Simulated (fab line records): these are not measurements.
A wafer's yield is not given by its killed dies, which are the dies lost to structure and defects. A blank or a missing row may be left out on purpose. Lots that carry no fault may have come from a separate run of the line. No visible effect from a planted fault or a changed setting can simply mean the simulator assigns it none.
fab line records	flow nand-harc
[record] lots = 24	wafers = 72	last-day = 33
route steps=1302 shown A_STAIRCASE@786 A_SGD_CUT@901
lots that met no fault: from a run of the same line without faults
start-h: hours from the record's first day to the start of the lot's first wafer shown	wait-h: hours since the lot's step before	" repeats the value in the row above	L1.1+2: a single row standing in for several wafers	- no value, or no start given	* or withheld: withheld	< > ~ a bound
route shown NAME@n: a module of which the file shows steps, and the number in the route of the first	usual: average and standard deviation across the fault-free wafers	same: alike in all rows	chamber/n: place in a boat	sites: readings site by site	_std_site: standard deviation across them	_edge_site: outer sites' mean less inner sites'	radius-mm: how far each site lies from the wafer's centre	mask NAME#n: copy n	behind: the tool/chamber that last shaped the wafer	hold: the reason the lot was held/the length of the hold in hours/how it ended	device: whichever transistor did not switch (one of n, p or np)	end of line: at the end of the route, the tests of the same wafers	a step given without rows: its recipe and nothing more	killed: at the first sort, the dies lost to defects and structure; wafer yield is something else	map: a wafer's dies, x killed, . not, _ none there
set.NAME: the run value of the setting; set.NAME@STEP: its run value at that earlier step	model.NAME: the simulator's own value behind a step, which no gauge read
one table for each step of the route and one row for each wafer, over a sample of lots
services: when a tool's chamber went out of use (start-h, in hours from the record's first day, below 0 if earlier), for how many hours, and the reason
[[steps]]
[step NHARC_A_STAIRCASE_HM_OPEN_457]
[recipe] o2-flow-sccm = 400	cos-flow-sccm = 20	ar-flow-sccm = 0	rf-w = 500	bias-w = 300	chemistry = O2/COS
[usual] cos-flow-sccm = 20.00/0.064	drypump-motor-current-A = 5.8/0.54	oes-product-au = 1.003/0.011	rf-fwd-power-W = 499.2/1.4	rf-vpp-V = 465.7/2.4	showerhead-plenum-p-Torr = 3.05/0.1	throttle-valve-pct = 28.330/0.0091
lot.wafer	tool	chamber	start-h	wait-h	cos-flow-sccm	drypump-motor-current-A	oes-product-au	rf-fwd-power-W	rf-hours-counter-h	rf-vpp-V	showerhead-plenum-p-Torr	throttle-valve-pct
L075.3	rie-diel-12	3	-	-	20.01	5.3	1.011	498.5	41	468.6	3.08	28.324
L075.2	"	1	"	"	20.09	6.2	1.007	499.1	29	465.4	3.05	28.335
L075.5	"	0	"	"	20.04	6.7	0.994	499.5	-	464.0	2.94	28.331
L076.1	rie-diel-09	2	-	-	19.92	5.5	1.002	499.0	15	468.8	3.18	28.327
L076.6	"	2	"	"	19.97	5.5	1.007	498.7	-	467.9	3.18	28.330
L076.5	"	3	"	"	19.99	6.6	1.011	500.2	-	471.2	3.24	28.317
L074.3	rie-diel-02	3	-	-	19.99	6.0	1.000	498.0	54	463.2	2.98	28.332
L074.4	"	0	"	"	20.09	5.6	1.010	500.6	57	462.7	2.91	28.341
L074.2	"	1	"	"	20.00	6.0	0.998	499.6	56	464.7	2.96	28.343
L078.4	rie-diel-02	3	-	-	20.12	6.0	1.013	501.3	5	463.7	2.98	28.311
L078.2	"	2	"	"	20.09	4.8	0.993	498.0	5	466.8	3.06	28.333
L078.5	"	0	"	"	19.97	5.6	1.008	498.9	-	462.6	2.91	28.334
L077.1	rie-diel-09	0	-	-	20.04	5.3	0.991	500.5	30	468.1	3.12	28.321
L077.5	"	2	"	"	20.05	5.5	1.012	496.7	-	468.4	3.17	28.329
L077.6	"	3	"	"	19.79	6.6	1.011	501.2	-	468.0	3.23	28.318
L079.2	rie-diel-12	0	-	-	19.97	6.7	1.007	499.0	54	462.4	2.93	28.339
L079.4	"	2	"	"	20.11	5.9	1.020	500.8	48	464.9	3.07	28.332
L079.5	"	0	"	"	20.02	6.8	1.005	499.4	-	463.8	2.93	28.344
L080.3	rie-diel-02	1	-	-	20.00	6.0	0.982	501.8	8	463.6	2.95	28.343
L080.4	"	3	"	"	20.02	6.1	1.021	499.7	7	464.7	2.98	28.331
L080.6	"	1	"	"	20.04	6.0	0.983	499.9	-	464.8	2.95	28.317
L081.4	rie-diel-12	1	-	-	20.00	6.2	1.017	498.1	53	465.7	3.04	28.315
L081.6	"	0	"	"	19.96	6.8	0.998	500.3	-	462.9	2.93	28.324
L081.5	"	1	"	"	20.01	6.2	1.016	496.9	-	464.2	3.04	28.343
L082.1	rie-diel-12	1	-	-	20.08	6.2	0.987	496.1	0	464.4	3.04	28.322
L082.4	"	0	"	"	19.97	6.7	1.006	501.8	0	464.0	2.93	28.328
L082.5	"	2	"	"	20.04	5.9	1.007	498.8	-	466.6	3.06	28.311
L084.2	rie-diel-09	1	-	-	19.94	5.5	0.984	500.8	40	470.5	3.24	28.338
L084.3	"	2	"	"	19.96	5.5	1.005	498.4	42	468.9	3.16	28.326
L084.4	"	0	"	"	19.93	5.3	0.983	498.6	47	468.0	3.11	28.332
L083.2	rie-diel-12	3	-	-	20.02	5.3	1.011	499.6	6	466.0	3.06	28.326
L083.1	"	0	"	"	20.00	6.8	1.003	501.1	6	464.3	2.93	28.336
L083.6	"	2	"	"	20.06	5.8	1.022	497.9	-	465.4	3.06	28.310
L086.2	rie-diel-02	3	-	-	19.97	6.0	1.006	501.5	27	464.0	2.97	28.340
L086.1	"	0	"	"	19.98	5.6	1.007	499.8	28	460.6	2.90	28.337
L086.5	"	0	"	"	19.95	5.6	1.011	500.2	-	462.4	2.90	28.330
L085.1	rie-diel-09	2	-	-	19.96	5.5	1.004	500.0	45	467.9	3.16	28.320
L085.4	"	3	"	"	20.05	6.7	0.996	497.8	49	471.4	3.23	28.313
L085.5	"	2	"	"	19.91	5.5	1.003	500.3	-	467.4	3.16	28.323
L087.3	rie-diel-12	2	-	-	19.97	5.8	1.023	497.4	18	468.1	3.05	28.336
L087.2	"	3	"	"	19.92	5.4	1.015	497.5	20	466.3	3.06	28.325
L087.1	"	0	"	"	19.94	6.7	1.002	497.9	21	462.9	2.92	28.331
L088.4	rie-diel-02	0	-	-	19.87	5.6	1.014	501.0	40	462.4	2.89	28.336
L088.3	"	2	"	"	19.94	4.7	1.005	496.8	42	467.8	3.04	28.321
L088.1	"	3	"	"	20.10	6.1	0.996	499.2	39	465.0	2.96	28.328
L090.1	rie-diel-02	2	-	-	19.93	4.8	1.001	502.0	42	465.8	3.04	28.324
L090.4	"	3	"	"	20.06	6.0	1.009	501.3	41	463.2	2.96	28.340
L090.3	"	1	"	"	20.07	6.0	0.982	498.0	43	463.2	2.94	28.326
L089.1	rie-diel-12	2	-	-	20.00	5.9	1.010	498.6	26	465.5	3.05	28.340
L089.2	"	0	"	"	20.12	6.7	1.002	498.0	27	462.6	2.92	28.325
L089.3	"	1	"	"	19.95	6.2	0.987	498.8	25	465.2	3.03	28.339
L092.2	rie-diel-02	3	-	-	20.04	6.0	1.009	497.2	54	463.3	2.96	28.344
L092.4	"	0	"	"	20.02	5.6	0.993	497.5	53	461.2	2.89	28.339
L092.1	"	2	"	"	20.01	4.8	0.992	499.8	55	465.4	3.03	28.328
L091.1	rie-diel-12	0	-	-	19.92	6.7	1.002	497.3	37	462.4	2.91	28.342
L091.3	"	2	"	"	19.97	5.9	1.006	499.3	35	466.3	3.05	28.335
L091.5	"	0	"	"	19.93	6.7	0.998	500.1	-	461.6	2.91	28.334
L093.1	rie-diel-12	0	-	-	19.98	6.8	1.003	501.2	38	462.7	2.91	28.319
L093.3	"	3	"	"	19.91	5.4	1.003	499.6	41	464.7	3.05	28.327
L093.5	"	0	"	"	20.11	6.8	1.010	498.8	-	462.5	2.91	28.337
L095.3	rie-diel-09	3	-	-	20.12	6.6	1.021	500.8	23	468.1	3.21	28.330
L095.1	"	0	"	"	19.99	5.3	0.988	501.4	23	467.4	3.10	28.332
L095.4	"	2	"	"	19.95	5.5	1.018	499.3	24	468.5	3.15	28.323
L094.1	rie-diel-09	2	-	-	20.09	5.5	1.003	499.8	24	467.9	3.15	28.322
L094.4	"	3	"	"	19.90	6.6	1.022	499.0	23	468.4	3.21	28.336
L094.5	"	0	"	"	19.96	5.3	1.001	495.2	-	467.8	3.10	28.319
L096.3	rie-diel-12	0	-	-	20.05	6.8	0.993	499.1	54	462.9	2.90	28.337
L096.2	"	1	"	"	20.03	6.1	0.993	498.8	39	463.4	3.02	28.335
L096.1	"	2	"	"	19.96	5.9	1.004	497.8	54	466.1	3.04	28.332
L097.1	rie-diel-09	3	-	-	19.96	6.6	1.031	499.2	31	469.5	3.21	28.339
L097.5	"	0	"	"	20.01	5.3	0.990	499.5	-	465.8	3.09	28.327
L097.6	"	1	"	"	20.03	5.5	0.981	499.0	-	467.1	3.22	28.326
[step NHARC_A_STAIRCASE_STRIP_446]
[recipe] power-w = 1500	temp-c = 250	chemistry = O2
[usual] drypump-motor-current-A = 5.85/0.22	heater-power-w = 304/31
lot.wafer	tool	chamber	start-h	wait-h	drypump-motor-current-A	heater-power-w	rf-hours-counter-h
L074.2	plasma-asher-02	0	444.90	0.0	6.18	270	2
L074.3	"	0	"	"	6.16	273	-
L074.4	"	1	"	"	5.73	288	-
L075.2	plasma-asher-02	1	445.18	0.1	5.73	293	2
L075.3	"	1	"	"	5.74	292	-
L075.5	"	0	"	"	6.18	277	-
L076.1	plasma-asher-01	0	447.80	0.1	5.83	310	22
L076.6	"	1	"	"	5.61	334	-
L076.5	"	0	"	"	5.88	307	-
L078.2	plasma-asher-01	0	485.82	0.1	5.86	311	30
L078.4	"	1	"	"	5.56	345	-
L078.5	"	1	"	"	5.63	350	-
L079.2	plasma-asher-02	0	491.77	0.3	6.20	271	11
L079.4	"	0	"	"	6.18	272	-
L079.5	"	0	"	"	6.19	278	-
L077.1	plasma-asher-01	1	491.87	0.1	5.62	354	32
L077.5	"	0	"	"	5.88	310	-
L077.6	"	1	"	"	5.57	353	-
L080.3	plasma-asher-02	0	492.10	0.2	6.18	272	-
L080.4	"	1	"	"	5.74	298	-
L080.6	"	0	"	"	6.20	273	-
L081.4	plasma-asher-01	0	506.28	0.1	5.86	315	-
L081.6	"	0	"	"	5.88	305	-
L081.5	"	1	"	"	5.58	344	-
L082.1	plasma-asher-02	0	524.91	0.0	6.17	279	18
L082.4	"	0	"	"	6.17	277	-
L082.5	"	0	"	"	6.18	287	-
L084.2	plasma-asher-02	1	535.46	0.1	5.73	297	22
L084.3	"	0	"	"	6.16	272	-
L084.4	"	1	"	"	5.73	287	-
L083.1	plasma-asher-02	0	536.57	0.0	6.22	278	22
L083.2	"	1	"	"	5.73	290	22
L083.6	"	1	"	"	5.73	287	-
L086.1	plasma-asher-01	1	542.36	0.0	5.58	355	3
L086.2	"	0	"	"	5.87	288	3
L086.5	"	0	"	"	5.81	285	-
L085.1	plasma-asher-02	0	543.58	0.0	6.19	280	23
L085.4	"	0	"	"	6.21	266	-
L085.5	"	0	"	"	6.17	273	-
L087.2	plasma-asher-02	0	563.76	0.0	6.17	270	26
L087.1	"	1	"	"	5.74	289	26
L087.3	"	0	"	"	6.18	281	-
L088.1	plasma-asher-01	0	579.44	0.1	5.88	288	9
L088.4	"	1	"	"	5.62	362	-
L088.3	"	0	"	"	5.86	292	-
L090.1	plasma-asher-01	1	580.49	0.0	5.57	359	9
L090.3	"	1	"	"	5.60	359	-
L090.4	"	0	"	"	5.91	291	-
L089.1	plasma-asher-02	0	585.93	0.0	6.19	273	30
L089.2	"	1	"	"	5.75	293	30
L089.3	"	0	"	"	6.18	279	-
L091.1	plasma-asher-02	0	626.09	0.6	6.16	269	4
L091.3	"	1	"	"	5.73	296	-
L091.5	"	0	"	"	6.19	272	-
L093.1	plasma-asher-01	0	626.17	0.5	5.84	298	21
L093.3	"	0	"	"	5.94	290	-
L093.5	"	1	"	"	5.61	360	-
L092.2	plasma-asher-01	0	626.67	0.0	5.85	298	22
L092.1	"	1	"	"	5.60	356	22
L092.4	"	1	"	"	5.58	363	-
L094.1	plasma-asher-02	0	642.17	0.1	6.19	274	6
L094.4	"	0	"	"	6.18	270	-
L094.5	"	0	"	"	6.19	271	-
L095.1	plasma-asher-01	1	642.35	0.1	5.59	351	24
L095.4	"	0	"	"	5.85	282	-
L095.3	"	1	"	"	5.59	356	-
L096.1	plasma-asher-01	1	656.14	0.0	5.59	360	27
L096.2	"	0	"	"	5.86	294	27
L096.3	"	1	"	"	5.58	360	-
L097.1	plasma-asher-01	0	656.42	0.1	5.86	293	27
L097.5	"	0	"	"	5.83	284	-
L097.6	"	1	"	"	5.56	358	-
[step NHARC_A_STAIRCASE_CMP_152]
[usual] motor-current-A = 11.8/1.2
lot.wafer	tool	chamber	start-h	wait-h	motor-current-A
L074.2	cmp-04	3	445.77	0.1	10.4
L074.3	"	1	"	"	11.8
L074.4	"	2	"	"	12.3
L075.3	cmp-01	2	446.06	0.1	12.5
L075.2	"	1	"	"	14.1
L075.5	"	3	"	"	12.4
L076.1	cmp-04	2	448.64	0.1	13.4
L076.6	"	1	"	"	11.8
L076.5	"	2	"	"	12.6
L078.4	cmp-01	3	486.65	0.1	12.0
L078.2	"	1	"	"	14.4
L078.5	"	3	"	"	11.3
L079.2	cmp-01	1	492.63	0.1	14.1
L079.4	"	2	"	"	12.6
L079.5	"	0	"	"	11.4
L077.1	cmp-04	1	492.69	0.1	12.6
L077.5	"	1	"	"	12.6
L077.6	"	2	"	"	12.2
L080.4	cmp-02	2	492.90	0.1	12.1
L080.3	"	0	"	"	10.2
L080.6	"	3	"	"	9.9
L081.4	cmp-01	1	507.09	0.1	13.8
L081.5	"	3	"	"	11.0
L081.6	"	0	"	"	11.7
L082.1	cmp-01	3	525.79	0.1	11.4
L082.4	"	0	"	"	11.6
L082.5	"	0	"	"	12.0
L084.3	cmp-01	3	536.29	0.1	11.4
L084.2	"	1	"	"	14.1
L084.4	"	2	"	"	12.6
L083.1	cmp-02	0	539.21	1.8	9.8
L083.2	"	1	"	"	14.0
L083.6	"	0	"	"	9.7
L086.2	cmp-02	3	543.23	0.1	10.3
L086.1	"	0	"	"	9.9
L086.5	"	3	"	"	10.5
L085.4	cmp-02	2	544.58	0.1	11.4
L085.1	"	3	"	"	10.6
L085.5	"	1	"	"	13.5
L087.1	cmp-01	1	564.63	0.1	14.9
L087.3	"	2	"	"	12.9
L087.2	"	0	"	"	12.0
L088.4	cmp-02	1	580.26	0.1	13.6
L088.3	"	2	"	"	11.2
L088.1	"	3	"	"	10.5
L090.3	cmp-02	1	581.36	0.1	13.5
L090.4	"	2	"	"	12.0
L090.1	"	0	"	"	10.0
L089.3	cmp-02	0	586.80	0.1	9.9
L089.1	"	1	"	"	13.5
L089.2	"	2	"	"	12.0
L091.1	cmp-01	0	626.97	0.1	12.1
L091.3	"	1	"	"	13.9
L091.5	"	3	"	"	11.4
L093.1	cmp-04	2	627.00	0.1	12.7
L093.3	"	3	"	"	10.5
L093.5	"	2	"	"	12.5
L092.1	cmp-01	2	627.54	0.1	12.1
L092.2	"	3	"	"	12.0
L092.4	"	0	"	"	11.7
L094.4	cmp-04	1	643.03	0.1	11.9
L094.1	"	2	"	"	12.8
L094.5	"	0	"	"	12.2
L095.1	cmp-04	0	643.17	0.1	12.0
L095.4	"	1	"	"	12.0
L095.3	"	2	"	"	13.2
L096.3	cmp-04	3	657.01	0.1	11.0
L096.2	"	0	"	"	12.5
L096.1	"	1	"	"	11.9
L097.1	cmp-02	0	657.32	0.1	9.5
L097.6	"	2	"	"	12.0
L097.5	"	3	"	"	10.6
[step NHARC_A_STAIRCASE_ETCHBACK_422]
[recipe] target-depth-a = 400	over-etch-frac = 0.3	time-s = 74.286	ion-energy-ev = 120	ch3f-flow-sccm = 50	o2-flow-sccm = 30	ar-flow-sccm = 200	rf-w = 500	bias-w = 100	chemistry = CH3F/O2
[usual] drypump-motor-current-A = 5.8/0.56	oes-product-au = 0.96/0.037	rf-fwd-power-W = 496.1/1.7	rf-vpp-V = 243.5/1.5	showerhead-plenum-p-Torr = 2.40/0.093	throttle-valve-pct = 20.664/0.0094
[same] time-s = 74.286
lot.wafer	tool	chamber	start-h	wait-h	drypump-motor-current-A	oes-product-au	rf-fwd-power-W	rf-hours-counter-h	rf-vpp-V	showerhead-plenum-p-Torr	throttle-valve-pct
L074.2	rie-diel-02	0	446.24	0.1	5.5	1.01	495.7	18	241.6	2.28	20.666
L074.3	"	1	"	"	6.0	0.98	495.9	19	242.3	2.32	20.656
L074.4	"	3	"	"	6.1	0.99	497.0	18	242.1	2.34	20.654
L075.3	rie-diel-02	1	446.54	0.1	6.0	0.98	497.4	19	242.5	2.32	20.676
L075.2	"	3	"	"	6.0	1.00	494.1	18	242.1	2.34	20.675
L075.5	"	1	"	"	6.0	0.97	496.2	-	243.3	2.32	20.658
L076.1	rie-diel-12	0	449.10	0.1	6.7	0.92	498.4	63	242.3	2.30	20.665
L076.6	"	3	"	"	5.4	0.93	500.7	-	244.0	2.41	20.661
L076.5	"	0	"	"	6.7	0.92	496.9	-	241.9	2.30	20.679
L078.4	rie-diel-02	1	487.14	0.1	6.0	0.92	498.8	31	241.1	2.31	20.653
L078.2	"	2	"	"	4.8	0.92	493.5	30	244.0	2.40	20.657
L078.5	"	0	"	"	5.5	0.94	497.5	-	242.2	2.28	20.678
L079.2	rie-diel-02	3	493.09	0.2	6.0	0.94	496.9	32	242.5	2.33	20.672
L079.4	"	0	"	"	5.6	0.93	497.1	33	242.0	2.28	20.660
L079.5	"	3	"	"	6.0	0.93	497.1	-	242.2	2.33	20.667
L077.1	rie-diel-09	3	493.21	0.2	6.6	1.00	495.9	54	244.1	2.54	20.669
L077.6	"	0	"	"	5.3	0.99	497.6	-	244.8	2.45	20.665
L077.5	"	1	"	"	5.6	0.98	493.9	-	245.6	2.55	20.665
L080.3	rie-diel-12	3	493.37	0.1	5.3	1.00	497.1	16	244.4	2.41	20.648
L080.4	"	2	"	"	5.8	1.00	498.9	16	243.8	2.40	20.664
L080.6	"	0	"	"	6.8	0.99	495.7	-	241.6	2.30	20.684
L081.4	rie-diel-02	3	507.55	0.2	6.0	0.93	495.0	36	243.6	2.33	20.668
L081.6	"	1	"	"	6.0	0.91	495.5	-	242.6	2.31	20.667
L081.5	"	2	"	"	4.8	0.93	494.8	-	243.6	2.40	20.673
L082.1	rie-diel-12	1	526.26	0.2	6.2	0.98	494.4	26	243.0	2.38	20.673
L082.4	"	3	"	"	5.4	1.00	497.2	30	244.3	2.40	20.663
L082.5	"	1	"	"	6.2	0.98	495.0	-	243.9	2.38	20.658
L084.2	rie-diel-12	3	536.75	0.1	5.4	0.93	497.7	36	243.2	2.40	20.681
L084.4	"	0	"	"	6.7	0.93	493.8	34	242.2	2.29	20.654
L084.3	"	2	"	"	5.9	0.93	497.9	32	244.2	2.40	20.672
L083.1	rie-diel-12	1	540.02	0.5	6.2	0.91	496.6	31	243.8	2.38	20.671
L083.2	"	2	"	"	5.8	0.92	498.2	34	243.8	2.40	20.678
L083.6	"	3	"	"	5.3	0.92	496.9	-	243.6	2.40	20.651
L086.1	rie-diel-12	3	543.77	0.1	5.4	0.93	496.2	39	242.8	2.40	20.657
L086.2	"	0	"	"	6.7	0.92	494.0	37	242.5	2.29	20.673
L086.5	"	2	"	"	5.8	0.93	494.9	-	242.5	2.40	20.656
L085.4	rie-diel-09	0	545.02	0.1	5.3	0.99	496.1	12	244.6	2.44	20.653
L085.1	"	3	"	"	6.6	1.02	497.6	14	244.6	2.53	20.662
L085.5	"	0	"	"	5.4	0.98	495.5	-	243.3	2.44	20.638
L087.2	rie-diel-12	0	565.09	0.1	6.7	0.93	496.3	41	242.2	2.29	20.661
L087.1	"	2	"	"	5.9	0.92	497.3	39	244.3	2.40	20.660
L087.3	"	3	"	"	5.4	0.92	498.6	43	243.6	2.40	20.658
L088.1	rie-diel-12	3	580.76	0.2	5.4	0.93	498.9	51	243.3	2.39	20.658
L088.3	"	2	"	"	5.8	0.93	498.6	47	243.4	2.39	20.675
L088.4	"	2	"	"	5.9	0.93	496.9	-	243.1	2.39	20.662
L090.4	rie-diel-09	2	581.82	0.1	5.5	0.94	494.1	26	243.9	2.48	20.671
L090.1	"	0	"	"	5.3	0.92	498.1	26	245.5	2.44	20.652
L090.3	"	1	"	"	5.5	0.91	495.3	26	245.5	2.54	20.671
L089.3	rie-diel-02	2	587.27	0.1	4.8	0.99	492.0	2	242.5	2.38	20.664
L089.1	"	3	"	"	6.1	1.00	493.9	1	242.2	2.32	20.655
L089.2	"	0	"	"	5.5	0.98	496.4	2	247.5	2.66	20.662
L091.3	rie-diel-09	3	627.42	0.1	6.6	0.94	495.3	41	245.3	2.52	20.688
L091.1	"	1	"	"	5.6	0.90	496.3	40	246.2	2.54	20.669
L091.5	"	0	"	"	5.4	0.90	495.3	-	243.9	2.43	20.662
L093.1	rie-diel-09	2	627.52	0.2	5.5	0.93	491.1	42	244.3	2.47	20.680
L093.3	"	0	"	"	5.3	0.90	496.7	38	243.8	2.43	20.665
L093.5	"	1	"	"	5.5	0.90	497.7	-	244.6	2.54	20.660
L092.4	rie-diel-09	0	628.01	0.1	5.3	0.98	496.6	38	242.7	2.43	20.657
L092.1	"	1	"	"	5.5	0.97	497.0	40	246.3	2.54	20.664
L092.2	"	2	"	"	5.5	0.99	492.6	42	244.6	2.47	20.672
L094.4	rie-diel-12	3	643.47	0.1	5.3	1.00	498.2	4	244.1	2.39	20.680
L094.1	"	1	"	"	6.1	0.98	496.1	3	242.0	2.37	20.653
L094.5	"	2	"	"	5.8	1.01	494.2	-	243.4	2.39	20.653
L095.4	rie-diel-02	2	643.63	0.1	4.8	0.98	493.3	18	243.2	2.38	20.660
L095.3	"	3	"	"	6.0	1.00	495.5	20	242.5	2.32	20.660
L095.1	"	0	"	"	5.6	1.00	498.9	19	246.2	2.65	20.658
L096.2	rie-diel-12	1	657.47	0.1	6.1	1.00	492.8	10	243.2	2.37	20.674
L096.1	"	2	"	"	5.9	1.02	494.2	8	244.0	2.38	20.672
L096.3	"	0	"	"	6.8	1.01	494.3	12	246.9	2.66	20.672
L097.1	rie-diel-02	3	657.79	0.2	6.0	0.93	494.3	25	241.5	2.31	20.671
L097.6	"	0	"	"	5.6	0.91	497.5	-	247.5	2.65	20.653
L097.5	"	1	"	"	6.0	0.93	496.3	-	240.1	2.29	20.662
[step NHARC_A_SGD_CUT_CD_MEAS_09]
[recipe] target-cd-nm = 100	landing-energy-ev = 500
[usual] cd-nm = 100.1/0.57
lot.wafer	tool	chamber	start-h	wait-h	cd-nm
L074.2	cd-sem-03	0	448.30	-	100.8
L074.3	"	0	"	"	100.0
L074.4	"	0	"	"	100.9
L075.2	cd-sem-03	0	448.71	-	99.2
L075.3	"	0	"	"	99.0
L075.5	"	0	"	"	99.5
L076.1	cd-sem-01	0	451.04	-	99.7
L076.5	"	0	"	"	98.8
L076.6	"	0	"	"	99.5
L078.2	cd-sem-01	0	491.93	-	100.3
L078.4	"	0	"	"	101.3
L078.5	"	0	"	"	99.9
L079.2	cd-sem-03	0	495.13	-	99.0
L079.4	"	0	"	"	99.1
L079.5	"	0	"	"	99.4
L077.1	cd-sem-01	0	495.30	-	100.1
L077.5	"	0	"	"	101.0
L077.6	"	0	"	"	100.7
L080.3	cd-sem-01	0	495.34	-	100.4
L080.4	"	0	"	"	100.8
L080.6	"	0	"	"	100.6
L081.4	cd-sem-03	0	509.59	-	99.6
L081.5	"	0	"	"	99.7
L081.6	"	0	"	"	99.3
L082.1	cd-sem-03	0	528.38	-	101.2
L082.4	"	0	"	"	100.1
L082.5	"	0	"	"	100.6
L084.2	cd-sem-01	0	538.88	-	100.3
L084.3	"	0	"	"	100.8
L084.4	"	0	"	"	100.0
L083.1	cd-sem-03	0	542.44	-	100.2
L083.2	"	0	"	"	100.2
L083.6	"	0	"	"	100.3
L086.1	cd-sem-03	0	545.79	-	100.1
L086.2	"	0	"	"	100.8
L086.5	"	0	"	"	100.1
L085.1	cd-sem-02	0	547.14	-	100.3
L085.4	"	0	"	"	99.4
L085.5	"	0	"	"	100.0
L087.1	cd-sem-02	0	567.20	-	99.9
L087.2	"	0	"	"	100.3
L087.3	"	0	"	"	99.8
L088.1	cd-sem-02	0	582.84	-	100.6
L088.3	"	0	"	"	101.0
L088.4	"	0	"	"	100.4
L090.1	cd-sem-02	0	583.96	-	100.2
L090.3	"	0	"	"	100.2
L090.4	"	0	"	"	100.7
L089.1	cd-sem-02	0	589.31	-	99.9
L089.2	"	0	"	"	100.7
L089.3	"	0	"	"	100.7
L091.1	cd-sem-03	0	629.34	-	100.5
L091.3	"	0	"	"	100.3
L091.5	"	0	"	"	99.8
L093.1	cd-sem-03	0	629.60	-	99.4
L093.3	"	0	"	"	99.6
L093.5	"	0	"	"	99.6
L092.1	cd-sem-03	0	630.04	-	100.0
L092.2	"	0	"	"	99.3
L092.4	"	0	"	"	100.7
L094.1	cd-sem-01	0	645.54	-	100.4
L094.4	"	0	"	"	100.4
L094.5	"	0	"	"	99.8
L095.1	cd-sem-03	0	645.72	-	99.8
L095.3	"	0	"	"	100.0
L095.4	"	0	"	"	100.3
L096.1	cd-sem-02	0	659.40	-	99.6
L096.2	"	0	"	"	99.5
L096.3	"	0	"	"	99.7
L097.1	cd-sem-02	0	659.69	-	98.8
L097.5	"	0	"	"	99.7
L097.6	"	0	"	"	99.2
[step NHARC_A_SGD_CUT_INSPECT_11]
[usual] raw-defect-count = 53/29
lot.wafer	tool	chamber	start-h	wait-h	raw-defect-count
L074.2	defect-inspect-02	-	448.42	0.0	17
L074.3	"	-	"	"	25
L074.4	"	-	"	"	22
L075.2	defect-inspect-01	-	448.83	0.0	69
L075.3	"	-	"	"	82
L075.5	"	-	"	"	68
L076.1	defect-inspect-01	-	451.16	0.0	11
L076.5	"	-	"	"	15
L076.6	"	-	"	"	12
L078.2	defect-inspect-01	-	492.07	0.1	17
L078.4	"	-	"	"	13
L078.5	"	-	"	"	22
L079.2	defect-inspect-01	-	495.25	0.0	25
L079.4	"	-	"	"	17
L079.5	"	-	"	"	16
L077.1	defect-inspect-02	-	495.42	0.0	102
L077.5	"	-	"	"	101
L077.6	"	-	"	"	111
L080.3	defect-inspect-01	-	495.46	0.0	126
L080.4	"	-	"	"	126
L080.6	"	-	"	"	121
L081.4	defect-inspect-02	-	509.70	0.0	69
L081.5	"	-	"	"	56
L081.6	"	-	"	"	61
L082.1	defect-inspect-02	-	528.51	0.0	32
L082.4	"	-	"	"	31
L082.5	"	-	"	"	26
L084.2	defect-inspect-02	-	539.00	0.0	65
L084.3	"	-	"	"	87
L084.4	"	-	"	"	64
L083.1	defect-inspect-02	-	542.57	0.0	69
L083.2	"	-	"	"	59
L083.6	"	-	"	"	52
L086.1	defect-inspect-02	-	545.92	0.0	72
L086.2	"	-	"	"	80
L086.5	"	-	"	"	72
L085.1	defect-inspect-02	-	547.27	0.0	30
L085.4	"	-	"	"	32
L085.5	"	-	"	"	32
L087.1	defect-inspect-01	-	567.33	0.0	48
L087.2	"	-	"	"	73
L087.3	"	-	"	"	79
L088.1	defect-inspect-01	-	582.97	0.0	69
L088.3	"	-	"	"	72
L088.4	"	-	"	"	78
L090.1	defect-inspect-02	-	584.09	0.0	61
L090.3	"	-	"	"	61
L090.4	"	-	"	"	70
L089.1	defect-inspect-02	-	589.43	0.0	49
L089.2	"	-	"	"	41
L089.3	"	-	"	"	49
L091.1	defect-inspect-02	-	629.46	0.0	96
L091.3	"	-	"	"	92
L091.5	"	-	"	"	90
L093.1	defect-inspect-02	-	629.73	0.0	56
L093.3	"	-	"	"	57
L093.5	"	-	"	"	56
L092.1	defect-inspect-02	-	630.17	0.0	54
L092.2	"	-	"	"	58
L092.4	"	-	"	"	63
L094.1	defect-inspect-02	-	645.66	0.0	8
L094.4	"	-	"	"	10
L094.5	"	-	"	"	13
L095.1	defect-inspect-01	-	645.84	0.0	61
L095.3	"	-	"	"	55
L095.4	"	-	"	"	61
L096.1	defect-inspect-01	-	659.54	0.0	10
L096.2	"	-	"	"	12
L096.3	"	-	"	"	13
L097.1	defect-inspect-02	-	659.82	0.0	41
L097.5	"	-	"	"	52
L097.6	"	-	"	"	47
[[services]]
tool	chamber	start-h	hours	kind
rie-diel-09	-	351.97	4.2	repair
cmp-01	-	356.62	0.5	repair
cmp-01	-	381.70	4.0	pm
plasma-asher-02	-	392.58	7.6	repair
rie-diel-02	-	394.09	9.0	pm
rie-diel-12	3	397.22	12.4	repair
plasma-asher-02	-	426.13	9.0	pm
rie-diel-09	2	427.47	7.2	repair
plasma-asher-02	-	451.87	1.3	repair
plasma-asher-02	-	464.37	2.1	repair
cmp-01	-	479.70	4.0	pm
rie-diel-09	-	497.19	9.0	pm
cmp-01	-	505.93	0.6	repair
plasma-asher-01	-	519.00	9.0	pm
cmp-01	-	528.35	7.4	repair
rie-diel-02	1	529.22	12.6	repair
rie-diel-02	-	571.09	9.0	pm
rie-diel-02	0	590.84	10.3	repair
rie-diel-02	2	600.13	4.2	repair
plasma-asher-01	-	600.34	0.9	repair
plasma-asher-02	-	603.13	9.0	pm
rie-diel-02	0	611.89	2.5	repair
rie-diel-12	0	616.67	2.9	repair
rie-diel-12	-	626.16	9.0	pm
[[key]]
fault none
